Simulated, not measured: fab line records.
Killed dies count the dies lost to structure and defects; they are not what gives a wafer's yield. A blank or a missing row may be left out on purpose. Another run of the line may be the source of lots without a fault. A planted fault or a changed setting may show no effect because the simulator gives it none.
Matching of chambers | flow nandHarc | NHARC_A_WL_FILL_CMP_12 on cmp-04 has 4 sister chambers
The step polishes, t overpolish 30 s, target thk 100 nm. 8 wafers are shown with their chamber, then 10 later ones without.

WAFERS WITH THEIR CHAMBER
wafer  | chamber | motorCurrentA (A) | timeToEndpointS (s)
L078.2 | 1       | 10.9              | 23.7
L082.1 | 1       | 10.6              | 21.4
L082.3 | 3       | 14.2              | 20.9
L083.1 | 0       | 11.7              | 25.9
L083.2 | 3       | 14.2              | 21.7
L083.5 | 2       | 11.3              | 21.8
L086.2 | 2       | 10.9              | 13.9
L086.3 | 0       | 12.1              | 17.8

WAFERS WHOSE CHAMBER IS MISSING
wafer  | motorCurrentA (A) | timeToEndpointS (s)
L086.6 | 14.4              | 14.2
L090.2 | 14.5              | 20.3
L090.3 | 11.6              | 20.2
L090.6 | 11.1              | 20.3
L092.1 | 11.3              | 20.4
L092.5 | 11.4              | 22.1
L092.6 | 12.4              | 20.3
L094.1 | 14.3              | 18.9
L094.3 | 13.2              | 24.4
L094.6 | 11.6              | 21.3

WHICH CHAMBER EACH WENT THROUGH
wafer  | from the rows above          | in truth
L086.6 | 3                            | 3
L090.2 | 3                            | 3
L090.3 | can't be placed: 0 or 2      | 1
L090.6 | can't be placed: 2 or 1      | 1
L092.1 | can't be placed: 2 or 1 or 0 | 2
L092.5 | can't be placed: 2 or 0 or 1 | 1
L092.6 | 0                            | 0
L094.1 | 3                            | 3
L094.3 | can't be placed: 3 or 0      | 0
L094.6 | can't be placed: 0 or 2      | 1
Placed correctly: 4 of 10. Can't be placed from these rows: 6 (the true chamber is among the candidates in 4). Number placed wrongly: 0.
How it was worked out, from the rows above alone: a wafer's distance from a chamber is the root of the sum, over the readings, of the square of ((its reading less the chamber's mean) divided by the reading's scatter). The wafer belongs to the nearest chamber; if the next one is less than 2 further off, it can't be placed. Each chamber's mean is taken over the wafers shown for it. The scatter is the square root of a quotient: the sum, over the shown wafers, of each reading's squared deviation from its chamber's mean, divided by wafers minus chambers.
